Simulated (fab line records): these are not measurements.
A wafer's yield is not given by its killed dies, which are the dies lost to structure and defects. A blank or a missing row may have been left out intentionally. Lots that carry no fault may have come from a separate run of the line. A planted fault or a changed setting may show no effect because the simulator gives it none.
Lot-split experiment | flow n5_finfet | 7 lots, 21 wafers read, on a route of 1938 steps

## SPLIT DETAILS
At N5_BEOL_M3_PECVD_72 (deposits SiO2 from TEOS/O2, target thk 16 nm, time 18 s), the setting time_s was moved away from the recipe's 18 s on 9 of the 21 wafers read, by -14.3% to +10.9%. All remaining wafers had this setting at the recipe value.

## FROM THE SPLIT TO THE READING: what the file shows between them, 7 steps
- N5_BEOL_M3_COAT_05: resist thk 30 nm (also split here: spin_rpm)
- N5_BEOL_M3_EBR_07
- N5_BEOL_M3_SOFTBAKE_06: time 60 s
- N5_BEOL_M3_EXPOSE_08: exposes mask M3
- N5_BEOL_M3_PEB_09: peb time 60 s
- N5_BEOL_M3_DEVELOP_10: develop time 30 s
- N5_BEOL_M3_STRIP_97: strips in N2/H2, time 10 s

## THE READING
SiO2_of_BEOL_M3_PECVD_72.thk_nm (the simulator's own value, which no gauge read), in nm, at N5_BEOL_M3_HM_STRIP_39 (strips TiN in peroxide tin strip, target depth 25 nm, time 158 s). There is no usual value for it anywhere in the file. Across the 12 wafers here that went through the recipe, the average is 15.8 nm and the standard deviation 0.22 nm.

wafer  | tool, chamber at the split | time_s as run, s | against the recipe | SiO2_of_BEOL_M3_PECVD_72.thk_nm, nm | against lot-mates on the recipe
L076.2 | pecvd-02, 0                | 18               | recipe             | 15.8                                | -
L076.4 | pecvd-02, 1                | 16.8             | -6.7%              | 15                                  | -0.8
L076.6 | pecvd-02, 0                | 16.8             | -6.7%              | 14.8                                | -1.0
L078.1 | pecvd-02, 0                | 18               | recipe             | 15.6                                | -
L078.2 | pecvd-02, 2                | 18               | recipe             | 15.4                                | -
L078.6 | pecvd-02, 1                | 15.42            | -14.3%             | 13.4                                | -2.1
L082.3 | pecvd-03, 0                | 18               | recipe             | 16                                  | -
L082.4 | pecvd-03, 2                | 18               | recipe             | 15.6                                | -
L082.5 | pecvd-03, 1                | 15.42            | -14.3%             | 13.6                                | -2.2
L083.1 | pecvd-02, 0,1              | 19.96            | +10.9%             | 17.6                                | +2.0
L083.5 | pecvd-02, 0,1              | 19.96            | +10.9%             | 17.6                                | +2.0
L083.2 | pecvd-02, 1                | 18               | recipe             | 15.6                                | -
L089.2 | pecvd-03, 2                | 18               | recipe             | 15.8                                | -
L089.3 | pecvd-03, 0                | 18               | recipe             | 16                                  | -
L089.4 | pecvd-03, 2                | 19.25            | +6.9%              | 17.2                                | +1.3
L092.1 | pecvd-03, 2                | 18               | recipe             | 15.6                                | -
L092.2 | pecvd-03, 0                | 18               | recipe             | 16                                  | -
L092.4 | pecvd-03, 1                | 18               | recipe             | 16.2                                | -
L096.1 | pecvd-04, 1                | 18               | recipe             | 15.8                                | -
L096.2 | pecvd-04, 0                | 19.19            | +6.6%              | 17                                  | +1.2
L096.3 | pecvd-04, 2                | 19.19            | +6.6%              | 17                                  | +1.2
The file does not say which wafer passed through which chamber wherever a row lists several chambers: such a row stands for several wafers.

FIT RESULTS
A straight line over all 21 wafers: SiO2_of_BEOL_M3_PECVD_72.thk_nm changes by +0.164 nm for each +1% of time_s; r = +0.98; the points scatter about the line by 0.2 nm.
The same after taking each lot's own level away (the mean of its wafers on the recipe; 21 wafers): +0.163 nm for each +1%; r = +0.99; scatter 0.16 nm.
On that fit, the largest move of time_s shifts the reading by 2.3 nm.
Across the lots, their own levels run from 15.50 to 15.93 nm, a range of 1.9 times the standard deviation given above.
The two slopes agree, so the slope changes little with the lot-to-lot level.
Check: with one of the wafers moved furthest among these (-14.3%) left out of the fit, the line predicts -2.32 nm for it against its lot-mates. Against them it came out at -2.1 nm.

## OTHER SPLITS APPLIED TO THESE WAFERS
These wafers also went through other splits before the reading. Each is held against what the fit with the lots' levels taken away leaves over:
other split on the same wafers     | wafers away from the commonest value | r with SiO2_of_BEOL_M3_PECVD_72.thk_nm (lot level and that fit taken away)
N5_BEOL_M2_TRENCH_ETCH_37 source_w | 6                                    | -0.14
N5_BEOL_M3_COAT_05 spin_rpm        | 5                                    | +0.34

## THE WHOLE CHAIN: every reading that the file lists as answering this split, in the file's order
step                   | what it does                                                     | reading                                                                          | change (the file's fit)               | r (the file's)
N5_BEOL_M3_PECVD_72    | deposits SiO2 from TEOS/O2, target thk 16 nm, time 18 s          | SiO2_of_BEOL_M3_PECVD_72.thk_nm (the simulator's own value, which no gauge read) | +0.153 nm for each +1% of the setting | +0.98
N5_BEOL_M3_HM_STRIP_39 | strips TiN in peroxide tin strip, target depth 25 nm, time 158 s | SiO2_of_BEOL_M3_PECVD_72.thk_nm (the simulator's own value, which no gauge read) | +0.16 nm for each +1% of the setting  | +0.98

## FILE'S OWN FIT
SiO2_of_BEOL_M3_PECVD_72.thk_nm changes by +0.16 nm for each +1% of time_s, r = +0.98.
